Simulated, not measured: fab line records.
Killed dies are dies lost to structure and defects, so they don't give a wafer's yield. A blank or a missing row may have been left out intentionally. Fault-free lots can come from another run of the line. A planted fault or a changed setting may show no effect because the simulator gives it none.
Matching of chambers / flow n5Finfet / 3 sister chambers for N5_BEOL_M11_CURE_72 on uvCure-03
The step cures SiCOH lowk, time 120 s. 6 wafers are shown with their chamber, then 10 later ones without.

== WAFERS, EACH WITH ITS CHAMBER ==
wafer=L082.4; chamber=2; wafer_temp_C_max=371.8; lampPowerPct (%)=52.34
wafer=L082.6; chamber=2; wafer_temp_C_max=371.3; lampPowerPct (%)=52.30
wafer=L091.2; chamber=0; wafer_temp_C_max=372.2; lampPowerPct (%)=52.27
wafer=L091.5; chamber=0; wafer_temp_C_max=373.0; lampPowerPct (%)=52.32
wafer=L093.1; chamber=1; wafer_temp_C_max=370.9; lampPowerPct (%)=52.29
wafer=L093.2; chamber=1; wafer_temp_C_max=370.9; lampPowerPct (%)=52.42

== WAFERS WITHOUT THEIR CHAMBER ==
wafer=L093.3; wafer_temp_C_max=371.0; lampPowerPct (%)=52.40
wafer=L092.1; wafer_temp_C_max=370.7; lampPowerPct (%)=52.31
wafer=L092.2; wafer_temp_C_max=370.9; lampPowerPct (%)=52.24
wafer=L092.3; wafer_temp_C_max=370.6; lampPowerPct (%)=52.30
wafer=L095.1; wafer_temp_C_max=371.6; lampPowerPct (%)=52.39
wafer=L095.2; wafer_temp_C_max=372.8; lampPowerPct (%)=52.32
wafer=L095.3; wafer_temp_C_max=371.7; lampPowerPct (%)=52.30
wafer=L096.2; wafer_temp_C_max=372.3; lampPowerPct (%)=52.34
wafer=L096.3; wafer_temp_C_max=372.0; lampPowerPct (%)=52.32
wafer=L096.4; wafer_temp_C_max=372.1; lampPowerPct (%)=52.38

== THE CHAMBER EACH PASSED THROUGH ==
wafer=L093.3; from the rows above=can't be placed: 1 or 2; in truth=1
wafer=L092.1; from the rows above=can't be placed: 1 or 2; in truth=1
wafer=L092.2; from the rows above=can't be placed: 1 or 2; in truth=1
wafer=L092.3; from the rows above=can't be placed: 1 or 2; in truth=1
wafer=L095.1; from the rows above=can't be placed: 2 or 1 or 0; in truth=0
wafer=L095.2; from the rows above=0; in truth=0
wafer=L095.3; from the rows above=can't be placed: 2 or 1 or 0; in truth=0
wafer=L096.2; from the rows above=can't be placed: 0 or 2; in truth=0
wafer=L096.3; from the rows above=can't be placed: 2 or 0 or 1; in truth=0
wafer=L096.4; from the rows above=can't be placed: 2 or 0 or 1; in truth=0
Correctly placed: 1 of 10. Unplaceable from these rows: 9, with the true chamber sitting among the candidates in 9. Placed wrongly: 0.
How it was worked out, from the rows above alone: a wafer's distance from a chamber is the root of the sum, over the readings, of the square of ((its reading less the chamber's mean) divided by the reading's scatter). If the next closest chamber is less than 2 further off than the closest, the wafer can't be placed; otherwise it belongs to the closest. Each chamber's mean is taken over the wafers shown for it. The scatter: take each reading less its chamber's mean, square it, sum over the shown wafers, divide by the number of wafers less the number of chambers, and take the root.
